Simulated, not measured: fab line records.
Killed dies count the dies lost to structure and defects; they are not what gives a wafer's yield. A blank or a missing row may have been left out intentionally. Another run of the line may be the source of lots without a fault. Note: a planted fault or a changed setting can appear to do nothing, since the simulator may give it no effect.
A lot that was struck, set against a sound lot    flow nand_harc    14 out of 1302 route steps
Sound: these wafers, L742.2, L742.3, L742.4. Struck: wafer L752.2 (L752.1, L752.4, from the same lot, were not struck and are left out); the cause is given at the end.
For every step that has rows: the tool of each side, followed by ch and its chambers, followed by its first start. Under that, the readings that differ: sound wafers    struck wafers    difference of the means    sigmas: that difference in standard deviations of wafers without a fault.
alike: words and numbers the same on both sides, and readings whose means are apart by under 2 such deviations; not compared: readings that were withheld, readings missing a value for some wafer, numbers with overlapping values and no deviation given by the record, and bounds like >300 which may hide the same value.
The two part at a step that has a row with sigmas, a row that says differs or no value, or rows on one side only. Non-overlapping numbers with no deviation appear without sigmas and do not part them. A reading missing from all wafers of one side parts the sides only when that side holds two or more wafers.

first, 7 steps without rows for these wafers: NHARC_P_STI_COAT_41 (time 65 s); NHARC_P_STI_COAT_03 (resist thk 600 nm); NHARC_P_STI_SOFTBAKE_04 (time 70 s); NHARC_P_STI_EBR_05; NHARC_P_STI_EXPOSE_06 (exposes mask P STI, target cd 200 nm); NHARC_P_STI_PEB_07 (peb time 80 s); NHARC_P_STI_DEVELOP_08 (time 50 s).
NHARC_P_STI_CD_MEAS_09: target cd 200 nm.
  sound on cd_sem-01 ch 0, day 2 20:19; struck on cd_sem-03 ch 0, day 6 23:59
  alike: cd_nm
NHARC_P_STI_OVL_MEAS_10:
  sound on overlay-02 at day 2 20:25; struck on overlay-02 at day 7 00:05
  alike: overlay_x_nm, overlay_y_nm
NHARC_P_STI_INSPECT_11:
  sound on defect_inspect-02 at day 2 20:26; struck on defect_inspect-02 at day 7 00:07
  alike: raw_defect_count
then, 1 step without rows for these wafers: NHARC_P_STI_HARDBAKE_13 (time 65 s).
NHARC_P_STI_DESCUM_14: chemistry O2, time 3 s.
  sound on rie_diel-05 ch 0,2,3, day 2 20:35; struck on rie_diel-04 ch 2, day 7 00:15
  alike: drypump_motor_current_A, oes_product_au, rf_vpp_V, showerhead_plenum_p_Torr, throttle_valve_pct
  not compared: rf_hours_counter_h
NHARC_P_STI_ETCH_42: etches the open film in N2/H2, target depth 80 nm, overetch 24 nm, time 61 s.
  sound on rie_diel-05 ch 0,2,3, day 2 20:40; struck on rie_diel-04 ch 0, day 7 00:20
reading                sound              struck  difference  sigmas
oes_product_au (a.u.)  0.993 1.003 0.992  0.861   -0.135      -16
rf_vpp_V (V)           433.0 429.1 427.5  435.1   +5.2        +2
  alike: drypump_motor_current_A, showerhead_plenum_p_Torr, throttle_valve_pct
  not compared: rf_hours_counter_h
NHARC_P_STI_ETCH_31: etches the open film in CF4/CHF3, target depth 108.9 nm, time 54.5 s.
  sound on rie_diel-05 ch 0,1,2; struck on rie_diel-04 ch 1
reading                 sound  struck  difference  sigmas
rf_hours_counter_h (h)  8 8 9  7       -1          
  alike: drypump_motor_current_A, oes_product_au, rf_vpp_V, showerhead_plenum_p_Torr, throttle_valve_pct

## WHERE THEY PART
Only at NHARC_P_STI_ETCH_42, within this record. Later steps at which nothing parts them and some readings are alike: NHARC_P_STI_ETCH_31.

WHY: whatever the simulator had introduced
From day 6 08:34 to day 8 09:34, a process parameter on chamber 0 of rie_diel-04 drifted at NHARC_P_STI_ETCH_42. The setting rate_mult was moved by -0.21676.
